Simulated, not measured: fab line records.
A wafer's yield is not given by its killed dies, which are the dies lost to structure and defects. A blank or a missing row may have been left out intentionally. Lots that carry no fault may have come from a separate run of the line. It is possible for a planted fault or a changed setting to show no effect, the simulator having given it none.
One fault through the eyes of 3 desks -- flow n5 finfet -- each desk holds nothing but its own numbers, with what lay behind them at the end

== THE DEFECT DESK ==
Lot by lot, what the route's inspections counted, given as the mean of those sampled wafers with a number. Marked OUT: a lot whose mean sits more than 4 standard deviations from the usual mean, which makes it out of limits; the brackets give that distance.
Columns: A = raw defect count at N5_BEOL_M9_INSPECT_13, usual 433
lot,first seen here,A
L764,day 10 00:46,290
L770,day 11 21:46,355
L773,day 12 03:36,608
L777,day 13 05:50,490
L779,day 14 02:55,513
L782,day 14 14:45,355
L786,day 15 23:58,354
Finding of this desk: none of the 7 lots has anything out of limits.

== THE METROLOGY DESK ==
Lot by lot, what the gauges showed, no matter which tool ran the lot: averages of those sampled wafers that carry a number. Marked OUT: a lot whose mean sits more than 4 standard deviations from the usual mean, which makes it out of limits; the brackets give that distance.
Columns: A = cd nm at N5_BEOL_M9_CD_MEAS_11, usual 64.5 nm; B = M9_OVL at N5_BEOL_M9_OVL_MEAS_12, usual 0.1 nm
lot,first seen here,A,B
L764,day 10 00:43,64.1,0.5
L770,day 11 21:43,65.0,-1.0
L773,day 12 03:33,65.0,-0.2
L777,day 13 05:47,64.0,-0.4
L779,day 14 02:52,64.4,-0.9
L782,day 14 14:42,65.3,0.5
L786,day 15 23:54,64.5,-0.3
Finding of this desk: none of the 7 lots has anything out of limits.

== DESK OF THE TOOL OWNER: rie metal-01 ==
The tool's own readings at N5_BEOL_M9_HM_OPEN_17 (chemistry Cl2/BCl3, target TiN, target depth 20 nm, overetch 6 nm): means of the sampled wafers that have a number, for each lot that ran on this tool. Marked OUT: a lot whose mean sits more than 4 standard deviations from the usual mean, which makes it out of limits; the brackets give that distance.
Columns: A = bias w at N5_BEOL_M9_HM_OPEN_17, usual 125.9 W; B = drypump motor current A at N5_BEOL_M9_HM_OPEN_17, usual 5.7 A; C = mfc ar sccm at N5_BEOL_M9_HM_OPEN_17, usual 25.00 sccm; D = oes_ar_750_au at N5_BEOL_M9_HM_OPEN_17, usual 0.85 a.u.; E = oes product au at N5_BEOL_M9_HM_OPEN_17, usual 0.72 a.u.; F = throttle valve pct at N5_BEOL_M9_HM_OPEN_17, usual 22.10 %
lot,first seen here,A,B,C,D,E,F
L770,day 11 22:05,125.8,5.0,24.98,0.65,0.54,22.27
L773,day 12 03:55,125.8,5.8,25.01,0.84,0.69,21.89
L777,day 13 06:21,126.1,5.4,25.07,0.73,0.61,22.07
L786,day 16 00:46,125.8,5.4,24.97,0.96,0.79,21.83
Finding of this desk: none of the 4 lots has anything out of limits.

== ALL TOGETHER ==
Nothing out of limits was seen by the defect desk.
Metrology desk: nothing out of limits seen.
The tool owner's desk saw nothing out of limits.

== WHAT THE SIMULATOR HAD PUT IN ==
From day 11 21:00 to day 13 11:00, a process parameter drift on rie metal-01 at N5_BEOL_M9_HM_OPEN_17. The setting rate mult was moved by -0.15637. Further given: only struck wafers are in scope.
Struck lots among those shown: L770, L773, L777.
